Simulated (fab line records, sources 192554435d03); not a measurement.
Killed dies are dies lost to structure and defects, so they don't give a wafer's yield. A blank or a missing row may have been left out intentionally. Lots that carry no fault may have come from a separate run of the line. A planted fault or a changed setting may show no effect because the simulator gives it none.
Chamber matching / flow n5_finfet / N5_BEOL_M11_ETCH_61 on rie_diel-04: 4 sister chambers
The step etches SiARC in CF4, target depth 39 nm, time 65 s. 4 wafers are shown with their chamber, then 7 later ones without.

WAFERS PAIRED WITH THEIR CHAMBERS
wafer=L085.2; chamber=3; drypump_motor_current_A (A)=6.0
wafer=L091.3; chamber=0; drypump_motor_current_A (A)=5.3
wafer=L094.1; chamber=1; drypump_motor_current_A (A)=5.5
wafer=L094.5; chamber=2; drypump_motor_current_A (A)=5.9

WAFERS WHOSE CHAMBER IS MISSING
wafer=L094.6; drypump_motor_current_A (A)=5.5
wafer=L093.1; drypump_motor_current_A (A)=5.3
wafer=L093.4; drypump_motor_current_A (A)=6.0
wafer=L093.5; drypump_motor_current_A (A)=5.4
wafer=L095.1; drypump_motor_current_A (A)=5.5
wafer=L095.2; drypump_motor_current_A (A)=6.0
wafer=L095.4; drypump_motor_current_A (A)=5.9

CHAMBER TAKEN BY EACH
wafer=L094.6; from the rows above=1; in truth=1
wafer=L093.1; from the rows above=0; in truth=0
wafer=L093.4; from the rows above=3; in truth=3
wafer=L093.5; from the rows above=can't be placed: 1 or 0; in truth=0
wafer=L095.1; from the rows above=1; in truth=1
wafer=L095.2; from the rows above=3; in truth=3
wafer=L095.4; from the rows above=2; in truth=2
Correctly placed: 6 of 7. Not placeable from these rows: 1 (in 1, the candidates include the true chamber). Wrongly placed: 0.
How it was worked out, from the rows above alone: a wafer's distance from a chamber is the root of the sum, over the readings, of the square of ((its reading less the chamber's mean) divided by the reading's scatter). The wafer belongs to the nearest chamber; if the next one is less than 2 further off, it can't be placed. The mean given for a chamber averages the wafers shown for that chamber. The scatter (one wafer shown for each chamber): square how far every hidden wafer sits from the nearest shown wafer, average those squares and take the square root.
